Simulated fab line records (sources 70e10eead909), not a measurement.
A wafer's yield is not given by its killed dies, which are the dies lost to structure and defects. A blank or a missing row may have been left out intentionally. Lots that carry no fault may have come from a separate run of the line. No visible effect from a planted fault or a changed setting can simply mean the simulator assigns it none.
Which tool did it?	flow nand-harc	24 lots, 72 wafers sampled, at 6 steps of a route of 1302

== WHAT THE GAUGES READ, wafer by wafer ==
NHARC_A_BLC_CD_MEAS_10: target cd 100 nm.
lot	measured	on	cd-nm (nm)
L074	day 23 03:22	cd-sem-01	99.9 100.2 99.5
L076	day 23 04:11	cd-sem-01	99.8 99.1 100.0
L075	day 23 09:29	cd-sem-03	99.8 100.2 98.9
L078	day 25 03:44	cd-sem-02	99.1 100.4 99.9
L079	day 25 08:14	cd-sem-03	100.7 101.1 100.8
L077	day 25 12:31	cd-sem-03	100.1 100.0 100.9
L080	day 25 12:52	cd-sem-03	99.1 99.4 100.2
L081	day 25 19:47	cd-sem-03	99.3 100.7 99.4
L082	day 26 04:47	cd-sem-02	100.1 99.0 99.7
L084	day 26 18:31	cd-sem-02	99.0 100.1 100.1
L083	day 26 22:43	cd-sem-02	99.0 99.3 98.8
L085	day 27 05:01	cd-sem-02	100.1 99.4 99.4
L086	day 27 06:38	cd-sem-02	99.2 99.0 99.3
L087	day 28 01:44	cd-sem-01	100.7 100.4 99.7
L090	day 28 13:19	cd-sem-01	100.5 99.1 98.7
L088	day 28 17:46	cd-sem-01	99.3 99.6 99.6
L089	day 29 00:07	cd-sem-01	98.7 99.1 99.6
L092	day 30 10:34	cd-sem-01	100.8 100.4 100.8
L091	day 30 17:18	cd-sem-03	99.1 98.9 99.9
L093	day 30 23:33	cd-sem-01	99.9 99.3 99.5
L094	day 31 03:52	cd-sem-03	99.1 97.7 98.7
L095	day 31 04:40	cd-sem-03	100.5 100.8 100.6
L097	day 31 16:11	cd-sem-01	100.9 100.9 100.9
L096	day 31 18:08	cd-sem-02	99.7 99.7 99.3

NHARC_A_BLC_INSPECT_28.
lot	measured	on	raw-defect-count
L074	day 23 06:30	defect-inspect-02	823 616 635
L076	day 23 07:19	defect-inspect-01	365 475 419
L075	day 23 12:37	defect-inspect-01	516 472 530
L078	day 25 07:20	defect-inspect-02	490 570 412
L079	day 25 11:39	defect-inspect-01	474 555 597
L077	day 25 15:39	defect-inspect-02	736 618 773
L080	day 25 16:11	defect-inspect-02	480 464 651
L081	day 25 22:57	defect-inspect-02	505 443 497
L082	day 26 07:58	defect-inspect-02	468 809 860
L084	day 26 21:43	defect-inspect-01	667 578 424
L083	day 27 01:51	defect-inspect-02	400 512 436
L085	day 27 08:13	defect-inspect-02	610 506 647
L086	day 27 09:46	defect-inspect-02	728 460 542
L087	day 28 04:53	defect-inspect-02	437 579 498
L090	day 28 16:46	defect-inspect-01	333 378 321
L088	day 28 21:06	defect-inspect-01	823 631 1048
L089	day 29 03:21	defect-inspect-01	604 482 465
L092	day 30 13:42	defect-inspect-01	459 604 461
L091	day 30 20:25	defect-inspect-02	480 546 665
L093	day 31 02:43	defect-inspect-02	482 516 399
L094	day 31 07:02	defect-inspect-02	593 417 470
L095	day 31 08:02	defect-inspect-02	493 483 498
L097	day 31 19:20	defect-inspect-02	470 486 476
L096	day 31 21:15	defect-inspect-02	376 656 446

NHARC_A_M0_THK_MEAS_24: measures by xrf.
lot	measured	on	thk-nm (nm)
L074	day 23 09:52	film-metro-02	113.0 111.4 113.5
L076	day 23 10:47	film-metro-02	113.3 112.7 114.4
L075	day 23 16:01	film-metro-02	115.5 112.6 114.5
L078	day 25 10:41	film-metro-02	113.7 111.4 115.3
L079	day 25 15:10	film-metro-01	114.2 114.5 113.6
L077	day 25 19:04	film-metro-02	113.5 113.6 113.0
L080	day 25 19:30	film-metro-02	114.5 111.8 114.5
L081	day 26 02:21	film-metro-01	114.2 109.8 112.2
L082	day 26 11:24	film-metro-02	113.7 115.1 114.5
L084	day 27 01:08	film-metro-01	116.8 114.4 116.8
L083	day 27 05:17	film-metro-02	115.1 113.6 113.5
L085	day 27 11:39	film-metro-02	114.7 112.4 113.7
L086	day 27 13:22	film-metro-02	114.0 112.7 112.0
L087	day 28 08:47	film-metro-02	113.8 115.9 111.8
L090	day 28 20:12	film-metro-02	115.1 115.2 114.8
L088	day 29 00:25	film-metro-01	112.8 112.5 112.8
L089	day 29 06:45	film-metro-02	114.4 115.9 112.1
L092	day 30 17:10	film-metro-02	114.0 115.5 111.9
L091	day 30 23:48	film-metro-02	114.4 114.8 115.0
L093	day 31 06:08	film-metro-02	114.8 111.6 115.0
L094	day 31 10:28	film-metro-01	114.0 112.3 113.7
L095	day 31 11:47	film-metro-02	114.9 114.1 115.4
L097	day 31 22:48	film-metro-02	114.2 114.6 115.3
L096	day 32 00:39	film-metro-02	111.1 113.1 114.0

NHARC_A_M1_INSPECT_11.
lot	measured	on	raw-defect-count
L074	day 23 11:26	defect-inspect-01	21 25 29
L076	day 23 12:37	defect-inspect-02	15 17 14
L075	day 23 17:42	defect-inspect-02	72 82 68
L078	day 25 12:22	defect-inspect-01	22 23 29
L079	day 25 16:41	defect-inspect-02	67 66 62
L077	day 25 20:37	defect-inspect-02	154 161 162
L080	day 25 21:29	defect-inspect-02	125 135 121
L081	day 26 04:03	defect-inspect-02	122 103 104
L082	day 26 13:05	defect-inspect-01	91 82 88
L084	day 27 02:47	defect-inspect-01	126 151 140
L083	day 27 07:12	defect-inspect-02	74 68 55
L085	day 27 13:12	defect-inspect-01	35 36 40
L086	day 27 14:56	defect-inspect-02	112 133 131
L087	day 28 10:28	defect-inspect-02	105 154 140
L090	day 28 22:01	defect-inspect-02	61 75 86
L088	day 29 02:14	defect-inspect-02	82 84 96
L089	day 29 08:18	defect-inspect-01	97 95 101
L092	day 30 18:52	defect-inspect-01	63 75 69
L091	day 31 01:23	defect-inspect-02	152 142 156
L093	day 31 07:41	defect-inspect-01	65 72 72
L094	day 31 12:09	defect-inspect-02	63 64 68
L095	day 31 13:35	defect-inspect-02	80 65 72
L097	day 32 00:28	defect-inspect-01	56 63 62
L096	day 32 02:20	defect-inspect-01	66 64 71

== TOOL THAT RAN EACH LOT (tool first, then ch and the chambers of the sampled wafers, then the start) ==
lot	NHARC_A_BLC_STRIP_29	NHARC_A_M0_ANNEAL_30
L074	rie-diel-01 ch 0,1,2, day 23 04:37	rtp-anneal-02 ch 0, day 23 09:16
L076	rie-diel-07 ch 0,2,3, day 23 05:26	rtp-anneal-02 ch 0, day 23 10:08
L075	rie-diel-07 ch 0,3, day 23 10:42	rtp-anneal-02 ch 0, day 23 15:25
L078	rie-diel-07 ch 1,2,3, day 25 05:19	rtp-anneal-02 ch 0, day 25 10:05
L079	rie-diel-01 ch 0,1, day 25 09:40	rtp-anneal-01 ch 0, day 25 14:33
L077	rie-diel-07 ch 1,2,3, day 25 13:46	rtp-anneal-02 ch 0, day 25 18:24
L080	rie-diel-12 ch 0,2, day 25 14:16	rtp-anneal-01 ch 0, day 25 18:56
L081	rie-diel-01 ch 0,1,2, day 25 21:04	rtp-anneal-02 ch 0, day 26 01:51
L082	rie-diel-07 ch 0,1, day 26 06:01	rtp-anneal-02 ch 0, day 26 10:44
L084	rie-diel-07 ch 1,2,3, day 26 19:46	rtp-anneal-02 ch 0, day 27 00:31
L083	rie-diel-07 ch 0,2,3, day 26 23:58	rtp-anneal-02 ch 0, day 27 04:38
L085	rie-diel-01 ch 2,3, day 27 06:16	rtp-anneal-01 ch 0, day 27 11:00
L086	rie-diel-07 ch 0,1,2, day 27 07:53	rtp-anneal-01 ch 0, day 27 12:43
L087	rie-diel-12 ch 0,1,3, day 28 02:58	rtp-anneal-01 ch 0, day 28 08:08
L090	rie-diel-01 ch 1,2, day 28 14:46	rtp-anneal-01 ch 0, day 28 19:32
L088	rie-diel-12 ch 0,1,3, day 28 19:12	rtp-anneal-02 ch 0, day 28 23:46
L089	rie-diel-12 ch 1,2,3, day 29 01:20	rtp-anneal-01 ch 0, day 29 06:05
L092	rie-diel-01 ch 1,2,3, day 30 11:48	rtp-anneal-02 ch 0, day 30 16:29
L091	rie-diel-07 ch 0,2,3, day 30 18:32	rtp-anneal-01 ch 0, day 30 23:08
L093	rie-diel-01 ch 0,1,3, day 31 00:49	rtp-anneal-01 ch 0, day 31 05:28
L094	rie-diel-12 ch 1,2, day 31 05:06	rtp-anneal-01 ch 0, day 31 09:49
L095	rie-diel-07 ch 0,1,2, day 31 06:05	rtp-anneal-01 ch 0, day 31 10:49
L097	rie-diel-07 ch 0,3, day 31 17:26	rtp-anneal-02 ch 0, day 31 22:08
L096	rie-diel-07 ch 0,2,3, day 31 19:21	rtp-anneal-01 ch 0, day 32 00:00
- NHARC_A_BLC_STRIP_29: strips in CF4.
- NHARC_A_M0_ANNEAL_30: time 90 s.

== AS READ BY THE TOOLS THEMSELVES (means over the sampled wafers that have a number; for cases with no such wafer, the mark the record gives instead) ==
NHARC_A_BLC_STRIP_29.
lot	tool	cf4-flow-sccm (sccm)	chamber-pressure-mTorr (mTorr)	drypump-motor-current-A (A)	oes-product-au (a.u.)	rf-vpp-V (V)	showerhead-plenum-p-Torr (Torr)	throttle-valve-pct (%)
L074	rie-diel-01	150.0	50.02	6.0	1.006	60.0	1.79	13.293
L076	rie-diel-07	149.9	50.04	6.0	1.004	59.6	1.79	13.280
L075	rie-diel-07	149.4	49.99	5.8	1.005	59.1	1.80	13.272
L078	rie-diel-07	150.5	49.98	6.0	0.997	59.2	1.78	13.279
L079	rie-diel-01	150.0	49.97	5.8	1.016	59.5	1.85	13.292
L077	rie-diel-07	150.0	49.97	5.9	1.000	60.0	1.78	13.280
L080	rie-diel-12	150.0	49.98	6.2	1.007	59.6	1.70	13.277
L081	rie-diel-01	150.1	50.03	6.0	0.996	58.7	1.79	13.275
L082	rie-diel-07	150.0	50.02	5.5	1.010	58.5	1.79	13.283
L084	rie-diel-07	149.7	50.00	6.0	1.000	59.0	1.78	13.280
L083	rie-diel-07	150.1	49.92	6.0	1.005	58.9	1.79	13.289
L085	rie-diel-01	149.8	50.01	6.3	1.010	59.1	1.70	13.283
L086	rie-diel-07	149.5	49.99	5.8	1.002	59.2	1.79	13.273
L087	rie-diel-12	149.9	49.97	6.0	1.009	59.9	1.78	13.278
L090	rie-diel-01	150.1	49.96	5.8	1.003	59.4	1.80	13.289
L088	rie-diel-12	149.7	50.01	6.0	1.001	60.0	1.78	13.283
L089	rie-diel-12	149.7	49.99	5.8	1.013	58.8	1.72	13.284
L092	rie-diel-01	149.6	50.01	6.0	1.012	59.4	1.75	13.292
L091	rie-diel-07	149.4	50.02	6.0	0.993	59.8	1.79	13.286
L093	rie-diel-01	150.2	50.00	5.9	1.024	60.6	1.81	13.287
L094	rie-diel-12	150.2	50.00	5.9	1.023	59.5	1.71	13.283
L095	rie-diel-07	150.2	50.01	5.8	0.997	59.4	1.79	13.288
L097	rie-diel-07	150.3	49.96	5.8	1.001	59.2	1.79	13.284
L096	rie-diel-07	150.2	50.00	6.0	1.005	59.2	1.79	13.283

NHARC_A_M0_ANNEAL_30.
lot	tool	wafer_temp_C_max
L074	rtp-anneal-02	226.0
L076	rtp-anneal-02	225.9
L075	rtp-anneal-02	226.1
L078	rtp-anneal-02	225.9
L079	rtp-anneal-01	226.8
L077	rtp-anneal-02	226.0
L080	rtp-anneal-01	226.9
L081	rtp-anneal-02	225.9
L082	rtp-anneal-02	225.6
L084	rtp-anneal-02	226.0
L083	rtp-anneal-02	226.1
L085	rtp-anneal-01	226.6
L086	rtp-anneal-01	226.9
L087	rtp-anneal-01	226.8
L090	rtp-anneal-01	226.4
L088	rtp-anneal-02	226.4
L089	rtp-anneal-01	226.6
L092	rtp-anneal-02	226.1
L091	rtp-anneal-01	226.5
L093	rtp-anneal-01	226.6
L094	rtp-anneal-01	226.5
L095	rtp-anneal-01	226.4
L097	rtp-anneal-02	225.8
L096	rtp-anneal-01	226.6

== THE ANSWER, worked out from the rows above alone ==
Rule: the usual values come from the lots themselves. Put in order of their means at a reading, lots are off if they are a third of the lots or fewer, leave a main group of 4 or more, and stand apart from it by a gap of 3 or more times the standard deviation of the main group's means; of several such gaps the widest counts. A main group whose means are all the same, to the digits that the tables above print for the reading, isn't used. Also off: a lot with no number at a reading for which 4 or more lots have one. The other lots that the step has rows for count as sound. Order of review: gauges by route order, followed by the tools' own readings, for which a lot's mean as printed above is used. At the first step where some lot is off, the reading lying furthest off is the one used; lots without a number count as furthest.
No lot is off at any reading shown: from this, nothing can be told.

== WHAT THE SIMULATOR HAD PUT IN ==
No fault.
